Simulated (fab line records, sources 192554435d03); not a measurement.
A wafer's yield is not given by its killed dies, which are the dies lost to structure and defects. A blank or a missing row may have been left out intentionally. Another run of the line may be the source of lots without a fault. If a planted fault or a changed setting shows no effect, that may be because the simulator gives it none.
Matching of chambers || flow n5Finfet || N5_BEOL_M8_CURE_75 on uvCure-03 has 3 sister chambers
The step cures SiCOH lowk, time 120 s. 3 wafers are shown with their chamber, then 9 later ones without.

## WAFERS, EACH WITH ITS CHAMBER
{"wafer": "L076.6", "chamber": 2, "wafer_temp_C_max": 372.1}
{"wafer": "L086.6", "chamber": 1, "wafer_temp_C_max": 372.2}
{"wafer": "L089.4", "chamber": 0, "wafer_temp_C_max": 371.4}

## WAFERS WHOSE CHAMBER IS MISSING
{"wafer": "L093.1", "wafer_temp_C_max": 371.5}
{"wafer": "L093.4", "wafer_temp_C_max": 371.1}
{"wafer": "L093.6", "wafer_temp_C_max": 371.6}
{"wafer": "L092.2", "wafer_temp_C_max": 373.0}
{"wafer": "L092.4", "wafer_temp_C_max": 371.7}
{"wafer": "L092.6", "wafer_temp_C_max": 372.4}
{"wafer": "L095.3", "wafer_temp_C_max": 371.8}
{"wafer": "L095.5", "wafer_temp_C_max": 370.7}
{"wafer": "L095.6", "wafer_temp_C_max": 371.0}

## CHAMBER TAKEN BY EACH
{"wafer": "L093.1", "from the rows above": "can't be placed: 0 or 2 or 1", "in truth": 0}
{"wafer": "L093.4", "from the rows above": "can't be placed: 0 or 2 or 1", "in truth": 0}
{"wafer": "L093.6", "from the rows above": "can't be placed: 0 or 2 or 1", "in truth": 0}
{"wafer": "L092.2", "from the rows above": "can't be placed: 1 or 2 or 0", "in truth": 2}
{"wafer": "L092.4", "from the rows above": "can't be placed: 0 or 2 or 1", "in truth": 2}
{"wafer": "L092.6", "from the rows above": "can't be placed: 1 or 2 or 0", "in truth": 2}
{"wafer": "L095.3", "from the rows above": "can't be placed: 2 or 1 or 0", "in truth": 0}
{"wafer": "L095.5", "from the rows above": "can't be placed: 0 or 2 or 1", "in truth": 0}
{"wafer": "L095.6", "from the rows above": "can't be placed: 0 or 2 or 1", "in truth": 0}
Correctly placed: 0 of 9. Unplaceable from these rows: 9, with the true chamber sitting among the candidates in 9. Wrongly placed: 0.
How it was worked out, from the rows above alone: a wafer's distance from a chamber is the root of the sum, over the readings, of the square of ((its reading less the chamber's mean) divided by the reading's scatter). If the next closest chamber is less than 2 further off than the closest, the wafer can't be placed; otherwise it belongs to the closest. The mean given for a chamber averages the wafers shown for that chamber. The scatter: with one shown wafer a chamber, the root of the mean of the squares of how far each hidden wafer lies from its nearest shown one.
